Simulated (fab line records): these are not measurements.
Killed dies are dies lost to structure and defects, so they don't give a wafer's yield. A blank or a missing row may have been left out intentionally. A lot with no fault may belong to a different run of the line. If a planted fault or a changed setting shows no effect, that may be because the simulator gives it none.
Matching of chambers | flow nand-harc | NHARC_A_CHANNEL_FILL_D1_ALD_25 on ald-hk-04: 4 sister chambers
The step deposits SiOx, target thk 60 nm, pulse time 10 s, ald cycles 600. 24 wafers are shown with their chamber, then 12 later ones without.

WAFERS, EACH WITH ITS CHAMBER
wafer  | chamber | heater-power-w (W) | precursor-pulse-height-rel
L076.3 | 2       | 500                | 1.007
L076.5 | 1       | 572                | 1.005
L076.6 | 2       | 493                | 1.017
L079.1 | 2       | 499                | 0.996
L079.5 | 0       | 494                | 1.000
L079.6 | 1       | 585                | 1.006
L080.2 | 2       | 506                | 0.962
L080.4 | 3       | 519                | 1.023
L080.3 | 1       | 583                | 1.025
L082.1 | 3       | 507                | 1.023
L082.4 | 2       | 511                | 0.997
L082.5 | 3       | 512                | 1.021
L084.2 | 2       | 497                | 0.980
L084.3 | 1       | 592                | 0.988
L084.4 | 0       | 480                | 1.012
L086.2 | 3       | 510                | 0.997
L086.5 | 1       | 570                | 1.013
L086.6 | 0       | 503                | 0.992
L088.1 | 3       | 516                | 0.981
L088.2 | 2       | 505                | 0.983
L088.4 | 1       | 577                | 1.002
L090.1 | 0       | 480                | 1.015
L090.3 | 2       | 497                | 1.019
L090.5 | 0       | 491                | 0.992

SIGNATURES, as means of the wafers listed above
reading                    | chamber 0 | chamber 1 | chamber 2 | chamber 3 | scatter within a chamber
heater-power-w             | 489.60    | 579.83    | 501.00    | 512.80    | 7.31
precursor-pulse-height-rel | 1.00220   | 1.00650   | 0.99512   | 1.00900   | 0.0164
Rule: for a wafer and a chamber, the distance is found by dividing, reading by reading, the gap between the wafer's reading and the chamber's mean by the reading's scatter, squaring, summing and taking the root. If the next closest chamber is less than 2 further off than the closest, the wafer can't be placed; otherwise it belongs to the closest. How the scatter is found: for the shown wafers, subtract from each reading the mean of its chamber, square and add these, divide the total by (wafers less chambers), then take the root.

WAFERS WITH NO CHAMBER GIVEN
wafer  | heater-power-w (W) | precursor-pulse-height-rel
L092.1 | 591                | 1.001
L092.4 | 513                | 1.002
L092.3 | 503                | 0.977
L093.4 | 508                | 0.990
L093.1 | 491                | 0.998
L093.6 | 500                | 1.016
L094.1 | 504                | 1.000
L094.2 | 581                | 0.965
L094.5 | 490                | 0.989
L095.3 | 515                | 1.010
L095.5 | 519                | 1.041
L095.6 | 498                | 1.018

EACH ONE'S CHAMBER
wafer  | from the rows above          | in truth
L092.1 | 1                            | 1
L092.4 | can't be placed: 3 or 2      | 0
L092.3 | can't be placed: 2 or 3 or 0 | 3
L093.4 | can't be placed: 2 or 3 or 0 | 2
L093.1 | can't be placed: 0 or 2      | 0
L093.6 | can't be placed: 2 or 0 or 3 | 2
L094.1 | can't be placed: 2 or 3 or 0 | 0
L094.2 | 1                            | 1
L094.5 | can't be placed: 0 or 2      | 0
L095.3 | can't be placed: 3 or 2      | 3
L095.5 | can't be placed: 3 or 2      | 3
L095.6 | can't be placed: 2 or 0 or 3 | 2
Placed correctly: 2 of 12. Unplaceable from these rows: 10, with the true chamber sitting among the candidates in 9. Wrongly placed: 0.
